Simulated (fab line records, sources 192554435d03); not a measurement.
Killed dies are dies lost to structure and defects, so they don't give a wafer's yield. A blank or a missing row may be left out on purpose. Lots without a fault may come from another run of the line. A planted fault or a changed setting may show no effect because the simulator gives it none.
Which tool did it? | flow n5_finfet | 20 lots, 60 wafers sampled, at 6 steps of a route of 1938

WHAT THE GAUGES READ, wafer by wafer
The record holds no reading of a measuring or inspecting step that can be judged against a usual standard deviation.

WHICH TOOL RAN EACH LOT (tool, then ch and the chambers of the sampled wafers, then the start)
lot  | N5_BEOL_M8_STRIP_19                | N5_BEOL_M8_ETCH_72                 | N5_BEOL_M8_VIA_ETCH_34             | N5_BEOL_M8_STRIP_80                           | N5_BEOL_M8_CURE_75            | N5_BEOL_M8_PRE_CLEAN_45
L074 | rie_diel-01 ch 1,2, day 10 16:47   | rie_diel-04 ch 1,2,3, day 10 19:23 | rie_diel-04 ch 1,2,3, day 10 19:32 | rie_diel-04 ch 1,2,3, day 10 20:02 or earlier | uv_cure-03 ch 0, day 10 20:02 | pvd_sputter-01, day 10 20:31
L075 | rie_diel-01 ch 2,3, day 11 15:11   | rie_diel-01 ch 1,2, day 11 15:46   | rie_diel-01 ch 1,2, day 11 15:54   | rie_diel-01 ch 1,2, day 11 16:27 or earlier   | uv_cure-02 ch 0, day 11 16:27 | pvd_sputter-01, day 11 17:08
L078 | rie_diel-04 ch 1,3, day 11 17:53   | rie_diel-01 ch 0,1,2, day 11 20:20 | rie_diel-01 ch 0,1,2, day 11 20:29 | rie_diel-01 ch 0,1,2, day 11 21:02 or earlier | uv_cure-03 ch 2, day 11 21:02 | pvd_sputter-02, day 11 21:56
L076 | rie_diel-05 ch 0,1, day 11 22:29   | rie_diel-04 ch 0,3, day 12 01:31   | rie_diel-04 ch 0,3, day 12 01:39   | rie_diel-04 ch 0,3, day 12 02:05 or earlier   | uv_cure-01 ch 1, day 12 02:05 | pvd_sputter-02, day 12 02:47
L077 | rie_diel-04 ch 1,2,3, day 11 23:51 | rie_diel-05 ch 0,1, day 12 01:33   | rie_diel-05 ch 0,1, day 12 01:42   | rie_diel-05 ch 0,1, day 12 02:15 or earlier   | uv_cure-02 ch 1, day 12 02:15 | pvd_sputter-02, day 12 02:59
L083 | rie_diel-01 ch 0,1,3, day 12 19:39 | rie_diel-01 ch 0,1, day 12 20:23   | rie_diel-01 ch 0,1, day 12 20:32   | rie_diel-01 ch 0,1, day 12 21:02 or earlier   | uv_cure-03 ch 2, day 12 21:02 | pvd_sputter-01, day 12 23:14
L082 | rie_diel-04 ch 0,2, day 12 19:55   | rie_diel-05 ch 0,2,3, day 12 22:56 | rie_diel-05 ch 0,2,3, day 12 23:05 | rie_diel-05 ch 0,2,3, day 12 23:38 or earlier | uv_cure-03 ch 1, day 12 23:38 | pvd_sputter-01, day 13 00:14
L084 | rie_diel-05 ch 0,2,3, day 13 14:45 | rie_diel-04 ch 0,1,2, day 13 15:45 | rie_diel-04 ch 0,1,2, day 13 15:53 | rie_diel-04 ch 0,1,2, day 13 16:21 or earlier | uv_cure-03 ch 0, day 13 16:21 | pvd_sputter-01, day 13 18:20
L085 | rie_diel-05 ch 0,3, day 13 19:31   | rie_diel-04 ch 1,2,3, day 13 23:58 | rie_diel-04 ch 1,2,3, day 14 00:07 | rie_diel-04 ch 1,2,3, day 14 00:34 or earlier | uv_cure-03 ch 0, day 14 00:34 | pvd_sputter-03, day 14 01:10
L088 | rie_diel-04 ch 1,3, day 14 06:47   | rie_diel-01 ch 0,1,3, day 14 08:55 | rie_diel-01 ch 0,1,3, day 14 09:04 | rie_diel-01 ch 0,1,3, day 14 09:36 or earlier | uv_cure-01 ch 2, day 14 09:36 | pvd_sputter-03, day 14 10:17
L087 | rie_diel-05 ch 0,1,2, day 14 14:35 | rie_diel-04 ch 0,1,2, day 14 17:32 | rie_diel-04 ch 0,1,2, day 14 17:41 | rie_diel-04 ch 0,1,2, day 14 18:08 or earlier | uv_cure-03 ch 2, day 14 18:08 | pvd_sputter-01, day 14 18:53
L089 | rie_diel-05 ch 0,3, day 14 18:06   | rie_diel-01 ch 0,1,3, day 14 19:48 | rie_diel-01 ch 0,1,3, day 14 19:57 | rie_diel-01 ch 0,1,3, day 14 20:23 or earlier | uv_cure-01 ch 1, day 14 20:23 | pvd_sputter-02, day 14 21:01
L086 | rie_diel-05 ch 0,1,3, day 14 23:55 | rie_diel-05 ch 0,1,2, day 15 01:16 | rie_diel-05 ch 0,1,2, day 15 01:25 | rie_diel-05 ch 0,1,2, day 15 01:58 or earlier | uv_cure-03 ch 2, day 15 01:58 | pvd_sputter-02, day 15 02:45
L091 | rie_diel-04 ch 1,2, day 15 02:47   | rie_diel-01 ch 0,3, day 15 04:50   | rie_diel-01 ch 0,3, day 15 04:59   | rie_diel-01 ch 0,3, day 15 05:25 or earlier   | uv_cure-02 ch 2, day 15 05:25 | pvd_sputter-01, day 15 05:50
L093 | rie_diel-04 ch 1,3, day 15 17:13   | rie_diel-05 ch 2,3, day 15 18:26   | rie_diel-05 ch 2,3, day 15 18:35   | rie_diel-05 ch 2,3, day 15 19:08 or earlier   | uv_cure-03 ch 1, day 15 19:08 | pvd_sputter-02, day 15 19:28
L092 | rie_diel-05 ch 1,2,3, day 15 20:14 | rie_diel-05 ch 1,2, day 15 22:08   | rie_diel-05 ch 1,2, day 15 22:17   | rie_diel-05 ch 1,2, day 15 22:44 or earlier   | uv_cure-03 ch 2, day 15 22:44 | pvd_sputter-01, day 15 23:07
L090 | rie_diel-04 ch 2,3, day 16 00:07   | rie_diel-05 ch 1,3, day 16 01:55   | rie_diel-05 ch 1,3, day 16 02:04   | rie_diel-05 ch 1,3, day 16 02:32 or earlier   | uv_cure-02 ch 0, day 16 02:32 | pvd_sputter-01, day 16 02:55
L096 | rie_diel-01 ch 0,1,2, day 16 12:37 | rie_diel-05 ch 0,2,3, day 16 16:24 | rie_diel-05 ch 0,2,3, day 16 16:33 | rie_diel-05 ch 0,2,3, day 16 17:02 or earlier | uv_cure-02 ch 0, day 16 17:02 | pvd_sputter-02, day 16 17:28
L097 | rie_diel-01 ch 0,3, day 17 02:31   | rie_diel-01 ch 0,1, day 17 03:34   | rie_diel-01 ch 0,1, day 17 03:42   | rie_diel-01 ch 0,1, day 17 04:10 or earlier   | uv_cure-03 ch 2, day 17 04:10 | pvd_sputter-02, day 17 04:37
L095 | rie_diel-05 ch 0,1,2, day 17 04:05 | rie_diel-04 ch 2,3, day 17 07:53   | rie_diel-04 ch 2,3, day 17 08:02   | rie_diel-04 ch 2,3, day 17 08:32 or earlier   | uv_cure-01 ch 0, day 17 08:32 | pvd_sputter-03, day 17 09:15
- N5_BEOL_M8_STRIP_19: strips in O2.
- N5_BEOL_M8_ETCH_72: etches underlayer in N2/H2, target depth 6.5 nm, time 5.2 s.
- N5_BEOL_M8_VIA_ETCH_34: etches SiCOH lowk in C4F6/O2, target depth 125.5 nm, time 50.5 s.
- N5_BEOL_M8_STRIP_80: strips in N2/H2, time 10 s.
- N5_BEOL_M8_CURE_75: cures SiCOH lowk, time 120 s.
- N5_BEOL_M8_PRE_CLEAN_45: time 30 s.

WHAT THE TOOLS THEMSELVES READ (means of the sampled wafers that have a number; where no wafer has one, the mark that the record gives instead)
N5_BEOL_M8_STRIP_19. Usual: chamber_pressure_mTorr 30.00 mTorr, standard deviation 0.033; drypump_motor_current_A 5.6 A, standard deviation 0.39; oes_product_au 0.79 a.u., standard deviation 0.097; rf_vpp_V 3.7 V, standard deviation 0.57; showerhead_plenum_p_Torr 2.09 Torr, standard deviation 0.084; throttle_valve_pct 16.66 %, standard deviation 0.27.
lot  | tool        | chamber_pressure_mTorr (mTorr) | drypump_motor_current_A (A) | oes_product_au (a.u.) | rf_vpp_V (V) | showerhead_plenum_p_Torr (Torr) | throttle_valve_pct (%) | flag
L074 | rie_diel-01 | 29.97                          | 5.6                         | 0.75                  | 4.0          | 2.15                            | 16.60                  |
L075 | rie_diel-01 | 29.98                          | 5.0                         | 0.73                  | 3.4          | 2.04                            | 16.90                  |
L078 | rie_diel-04 | 30.01                          | 5.7                         | 0.74                  | 3.8          | 2.02                            | 16.89                  |
L076 | rie_diel-05 | 30.02                          | 5.5                         | 0.73                  | 3.1          | 2.00                            | 16.64                  |
L077 | rie_diel-04 | 30.02                          | 5.7                         | 0.77                  | 3.4          | 2.04                            | 16.85                  |
L083 | rie_diel-01 | 30.05                          | 5.7                         | 0.81                  | 3.8          | 2.12                            | 16.66                  |
L082 | rie_diel-04 | 30.02                          | 5.7                         | 0.79                  | 4.3          | 2.11                            | 16.59                  |
L084 | rie_diel-05 | 30.01                          | 5.3                         | 0.88                  | 4.0          | 2.11                            | 16.34                  |
L085 | rie_diel-05 | 30.00                          | 5.2                         | 0.79                  | 3.2          | 2.05                            | 16.39                  |
L088 | rie_diel-04 | 29.99                          | 5.7                         | 0.71                  | 3.6          | 2.01                            | 16.95                  |
L087 | rie_diel-05 | 30.03                          | 5.5                         | 0.79                  | 3.7          | 2.05                            | 16.63                  |
L089 | rie_diel-05 | 29.98                          | 5.3                         | 0.85                  | 3.4          | 2.14                            | 16.33                  |
L086 | rie_diel-05 | 30.00                          | 5.6                         | 0.79                  | 3.4          | 2.09                            | 16.60                  |
L091 | rie_diel-04 | 29.99                          | 5.8                         | 0.78                  | 3.7          | 2.06                            | 16.85                  |
L093 | rie_diel-04 | 29.98                          | 5.7                         | 0.70                  | 3.4          | 2.01                            | 16.96                  |
L092 | rie_diel-05 | 30.00                          | 5.6                         | 0.84                  | 3.0          | 2.15                            | 16.57                  |
L090 | rie_diel-04 | 30.00                          | 5.6                         | 0.77                  | 4.1          | 2.07                            | 16.86                  |
L096 | rie_diel-01 | 29.99                          | 5.7                         | 0.87                  | 3.7          | 2.12                            | 16.51                  |
L097 | rie_diel-01 | 30.00                          | 5.9                         | 0.82                  | 3.6          | 2.10                            | 16.73                  |
L095 | rie_diel-05 | 30.01                          | 5.5                         | 0.84                  | 3.7          | 2.13                            | 16.53                  |

N5_BEOL_M8_ETCH_72. Usual: chamber_pressure_mTorr 30.00 mTorr, standard deviation 0.04; drypump_motor_current_A 5.6 A, standard deviation 0.4; etch_rf_on_time_s 5.13 s, standard deviation 0.16; oes_product_au 0.69 a.u., standard deviation 0.082; rf_vpp_V 524.0 V, standard deviation 2.9; showerhead_plenum_p_Torr 2.54 Torr, standard deviation 0.098; throttle_valve_pct 17.7 %, standard deviation 0.33.
lot  | tool        | chamber_pressure_mTorr (mTorr) | drypump_motor_current_A (A) | etch_rf_on_time_s (s) | oes_product_au (a.u.) | rf_vpp_V (V) | showerhead_plenum_p_Torr (Torr) | throttle_valve_pct (%) | flag
L074 | rie_diel-04 | 30.02                          | 5.7                         | 5.04                  | 0.68                  | 522.1        | 2.48                            | 17.9                   |
L075 | rie_diel-01 | 30.01                          | 5.3                         | 5.34                  | 0.61                  | 524.5        | 2.59                            | 18.2                   |
L078 | rie_diel-01 | 29.95                          | 5.7                         | 5.13                  | 0.71                  | 525.7        | 2.60                            | 17.8                   |
L076 | rie_diel-04 | 30.01                          | 5.6                         | 5.02                  | 0.65                  | 523.2        | 2.46                            | 17.8                   |
L077 | rie_diel-05 | 30.00                          | 5.8                         | 5.13                  | 0.64                  | 523.7        | 2.48                            | 18.0                   |
L083 | rie_diel-01 | 30.00                          | 6.1                         | 5.10                  | 0.75                  | 525.3        | 2.61                            | 17.6                   |
L082 | rie_diel-05 | 30.02                          | 5.3                         | 5.10                  | 0.75                  | 525.0        | 2.55                            | 17.4                   |
L084 | rie_diel-04 | 29.98                          | 5.9                         | 5.21                  | 0.64                  | 523.7        | 2.51                            | 18.0                   |
L085 | rie_diel-04 | 30.03                          | 5.7                         | 5.06                  | 0.65                  | 522.1        | 2.46                            | 18.0                   |
L088 | rie_diel-01 | 29.98                          | 5.7                         | 5.28                  | 0.67                  | 523.5        | 2.54                            | 17.7                   |
L087 | rie_diel-04 | 30.01                          | 5.8                         | 5.07                  | 0.64                  | 522.6        | 2.51                            | 18.0                   |
L089 | rie_diel-01 | 29.98                          | 5.7                         | 5.18                  | 0.67                  | 522.9        | 2.54                            | 17.8                   |
L086 | rie_diel-05 | 30.01                          | 5.5                         | 5.11                  | 0.66                  | 522.5        | 2.49                            | 17.8                   |
L091 | rie_diel-01 | 30.03                          | 5.9                         | 5.11                  | 0.71                  | 522.9        | 2.51                            | 17.6                   |
L093 | rie_diel-05 | 29.96                          | 5.4                         | 4.99                  | 0.76                  | 527.0        | 2.59                            | 17.3                   |
L092 | rie_diel-05 | 29.97                          | 5.9                         | 5.12                  | 0.66                  | 524.1        | 2.52                            | 17.8                   |
L090 | rie_diel-05 | 29.97                          | 6.0                         | 5.03                  | 0.68                  | 524.8        | 2.55                            | 17.8                   |
L096 | rie_diel-05 | 29.96                          | 5.3                         | 5.06                  | 0.77                  | 527.4        | 2.64                            | 17.3                   |
L097 | rie_diel-01 | 30.02                          | 6.1                         | 5.17                  | 0.71                  | 526.2        | 2.59                            | 17.6                   |
L095 | rie_diel-04 | 30.00                          | 5.5                         | 4.94                  | 0.64                  | 522.2        | 2.45                            | 17.9                   |

N5_BEOL_M8_VIA_ETCH_34. Usual: chamber_pressure_mTorr 30.002 mTorr, standard deviation 0.026; drypump_motor_current_A 5.6 A, standard deviation 0.4; mfc_ar_sccm 299.9 sccm, standard deviation 0.86; oes_product_au 0.81 a.u., standard deviation 0.097; rf_vpp_V 670 V, standard deviation 18; showerhead_plenum_p_Torr 2.87 Torr, standard deviation 0.12; throttle_valve_pct 20.90 %, standard deviation 0.24.
lot  | tool        | chamber_pressure_mTorr (mTorr) | drypump_motor_current_A (A) | mfc_ar_sccm (sccm) | oes_product_au (a.u.) | rf_vpp_V (V) | showerhead_plenum_p_Torr (Torr) | throttle_valve_pct (%) | flag
L074 | rie_diel-04 | 29.978                         | 5.7                         | 300.6              | 0.80                  | 655          | 2.79                            | 21.12                  |
L075 | rie_diel-01 | 30.012                         | 5.4                         | 300.3              | 0.72                  | 672          | 2.88                            | 21.04                  |
L078 | rie_diel-01 | 29.996                         | 5.7                         | 298.7              | 0.82                  | 671          | 2.92                            | 20.91                  |
L076 | rie_diel-04 | 30.002                         | 5.6                         | 299.8              | 0.76                  | 662          | 2.76                            | 20.75                  |
L077 | rie_diel-05 | 30.021                         | 5.8                         | 299.9              | 0.74                  | 666          | 2.79                            | 21.07                  |
L083 | rie_diel-01 | 30.021                         | 6.1                         | 299.5              | 0.89                  | 672          | 2.95                            | 20.80                  |
L082 | rie_diel-05 | 29.992                         | 5.3                         | 299.8              | 0.89                  | 668          | 2.90                            | 20.74                  |
L084 | rie_diel-04 | 30.013                         | 5.8                         | 300.1              | 0.76                  | 674          | 2.82                            | 21.01                  |
L085 | rie_diel-04 | 29.992                         | 5.7                         | 299.3              | 0.76                  | 654          | 2.78                            | 21.16                  |
L088 | rie_diel-01 | 29.997                         | 5.7                         | 300.7              | 0.79                  | 677          | 2.87                            | 20.90                  |
L087 | rie_diel-04 | 29.992                         | 5.9                         | 299.3              | 0.75                  | 672          | 2.82                            | 21.02                  |
L089 | rie_diel-01 | 29.996                         | 5.7                         | 299.3              | 0.79                  | 677          | 2.87                            | 20.90                  |
L086 | rie_diel-05 | 29.998                         | 5.6                         | 300.2              | 0.78                  | 668          | 2.82                            | 20.98                  |
L091 | rie_diel-01 | 30.000                         | 5.9                         | 300.4              | 0.83                  | 660          | 2.84                            | 20.87                  |
L093 | rie_diel-05 | 30.014                         | 5.3                         | 300.3              | 0.90                  | 670          | 2.97                            | 20.81                  |
L092 | rie_diel-05 | 30.002                         | 5.9                         | 299.1              | 0.78                  | 668          | 2.85                            | 21.14                  |
L090 | rie_diel-05 | 29.973                         | 5.9                         | 300.5              | 0.79                  | 667          | 2.89                            | 21.03                  |
L096 | rie_diel-05 | 30.011                         | 5.3                         | 300.0              | 0.91                  | 670          | 3.00                            | 20.68                  |
L097 | rie_diel-01 | 29.997                         | 6.1                         | 299.6              | 0.82                  | 671          | 2.93                            | 20.85                  |
L095 | rie_diel-04 | 29.997                         | 5.5                         | 300.8              | 0.75                  | 648          | 2.77                            | 21.09                  |

N5_BEOL_M8_STRIP_80. Usual: chamber_pressure_mTorr 20.002 mTorr, standard deviation 0.019; drypump_motor_current_A 5.6 A, standard deviation 0.41; oes_product_au 0.81 a.u., standard deviation 0.099; rf_vpp_V 59.2 V, standard deviation 0.89; showerhead_plenum_p_Torr 2.54 Torr, standard deviation 0.098; throttle_valve_pct 23.5 %, standard deviation 0.4.
lot  | tool        | chamber_pressure_mTorr (mTorr) | drypump_motor_current_A (A) | oes_product_au (a.u.) | rf_vpp_V (V) | showerhead_plenum_p_Torr (Torr) | throttle_valve_pct (%) | flag
L074 | rie_diel-04 | 20.016                         | 5.8                         | 0.78                  | 58.8         | 2.47                            | 23.6                   |
L075 | rie_diel-01 | 20.014                         | 5.3                         | 0.72                  | 60.0         | 2.58                            | 24.1                   |
L078 | rie_diel-01 | 19.989                         | 5.7                         | 0.81                  | 59.5         | 2.60                            | 23.7                   |
L076 | rie_diel-04 | 20.013                         | 5.6                         | 0.75                  | 58.0         | 2.46                            | 23.4                   |
L077 | rie_diel-05 | 19.992                         | 5.8                         | 0.74                  | 59.0         | 2.47                            | 23.9                   |
L083 | rie_diel-01 | 20.004                         | 6.2                         | 0.89                  | 58.3         | 2.60                            | 23.3                   |
L082 | rie_diel-05 | 19.991                         | 5.3                         | 0.89                  | 59.3         | 2.55                            | 23.2                   |
L084 | rie_diel-04 | 20.016                         | 5.9                         | 0.76                  | 59.3         | 2.51                            | 23.6                   |
L085 | rie_diel-04 | 20.002                         | 5.8                         | 0.75                  | 59.3         | 2.46                            | 23.6                   |
L088 | rie_diel-01 | 19.991                         | 5.7                         | 0.80                  | 58.1         | 2.54                            | 23.4                   |
L087 | rie_diel-04 | 19.971                         | 5.8                         | 0.75                  | 58.8         | 2.50                            | 23.6                   |
L089 | rie_diel-01 | 20.021                         | 5.7                         | 0.79                  | 59.9         | 2.54                            | 23.5                   |
L086 | rie_diel-05 | 20.005                         | 5.5                         | 0.78                  | 58.3         | 2.48                            | 23.6                   |
L091 | rie_diel-01 | 20.011                         | 5.8                         | 0.83                  | 58.9         | 2.50                            | 23.4                   |
L093 | rie_diel-05 | 20.006                         | 5.4                         | 0.91                  | 59.6         | 2.59                            | 22.9                   |
L092 | rie_diel-05 | 19.994                         | 5.9                         | 0.78                  | 59.7         | 2.51                            | 23.6                   |
L090 | rie_diel-05 | 20.005                         | 6.0                         | 0.79                  | 59.0         | 2.55                            | 23.5                   |
L096 | rie_diel-05 | 19.999                         | 5.3                         | 0.91                  | 59.6         | 2.64                            | 23.1                   |
L097 | rie_diel-01 | 20.002                         | 6.1                         | 0.83                  | 58.7         | 2.59                            | 23.4                   |
L095 | rie_diel-04 | 19.977                         | 5.5                         | 0.74                  | 58.8         | 2.44                            | 23.6                   |

N5_BEOL_M8_CURE_75. Usual: lamp_power_pct 52.32 %, standard deviation 0.052; wafer_temp_C_max 371.6, standard deviation 0.73.
lot  | tool       | lamp_power_pct (%) | wafer_temp_C_max | flag
L074 | uv_cure-03 | 52.37              | 371.0            |
L075 | uv_cure-02 | 52.28              | 372.7            |
L078 | uv_cure-03 | 52.39              | 371.2            |
L076 | uv_cure-01 | 52.32              | 372.9            |
L077 | uv_cure-02 | 52.32              | 370.9            |
L083 | uv_cure-03 | 52.35              | 371.0            |
L082 | uv_cure-03 | 52.36              | 371.4            |
L084 | uv_cure-03 | 52.30              | 370.9            |
L085 | uv_cure-03 | 52.34              | 370.8            |
L088 | uv_cure-01 | 52.33              | 371.1            |
L087 | uv_cure-03 | 52.33              | 371.4            |
L089 | uv_cure-01 | 52.36              | 372.5            |
L086 | uv_cure-03 | 52.31              | 371.2            |
L091 | uv_cure-02 | 52.34              | 371.3            |
L093 | uv_cure-03 | 52.29              | 371.3            |
L092 | uv_cure-03 | 52.32              | 371.0            |
L090 | uv_cure-02 | 52.35              | 372.3            |
L096 | uv_cure-02 | 52.28              | 372.0            |
L097 | uv_cure-03 | 52.29              | 370.9            |
L095 | uv_cure-01 | 52.34              | 372.5            |

N5_BEOL_M8_PRE_CLEAN_45. Usual: heater_power_w 330 W, standard deviation 25.
lot  | tool           | heater_power_w (W) | flag
L074 | pvd_sputter-01 | 323                |
L075 | pvd_sputter-01 | 350                |
L078 | pvd_sputter-02 | 320                |
L076 | pvd_sputter-02 | 322                |
L077 | pvd_sputter-02 | 319                |
L083 | pvd_sputter-01 | 351                |
L082 | pvd_sputter-01 | 344                |
L084 | pvd_sputter-01 | 366                |
L085 | pvd_sputter-03 | 334                |
L088 | pvd_sputter-03 | 334                |
L087 | pvd_sputter-01 | 353                |
L089 | pvd_sputter-02 | 327                |
L086 | pvd_sputter-02 | 326                |
L091 | pvd_sputter-01 | 354                |
L093 | pvd_sputter-02 | 325                |
L092 | pvd_sputter-01 | 332                |
L090 | pvd_sputter-01 | 332                |
L096 | pvd_sputter-02 | 323                |
L097 | pvd_sputter-02 | 318                |
L095 | pvd_sputter-03 | 337                |

THE ANSWER, worked out from the rows above alone
Rule: a lot is off if the mean of its wafers that have a number lies more than 3 standard deviations from the usual mean. A lot without any number at a reading at which 4 lots or more have one is off too. The other lots that the step has rows for count as sound. The gauges are gone through in route order, then the tools' own readings, and for those a lot's mean is taken as printed above. The first step at which some lot is off is used, and at that step the reading that is off furthest; a lot without a number counts as furthest.
No lot is off at any reading shown: from this, nothing can be told.

WHAT THE SIMULATOR HAD PUT IN
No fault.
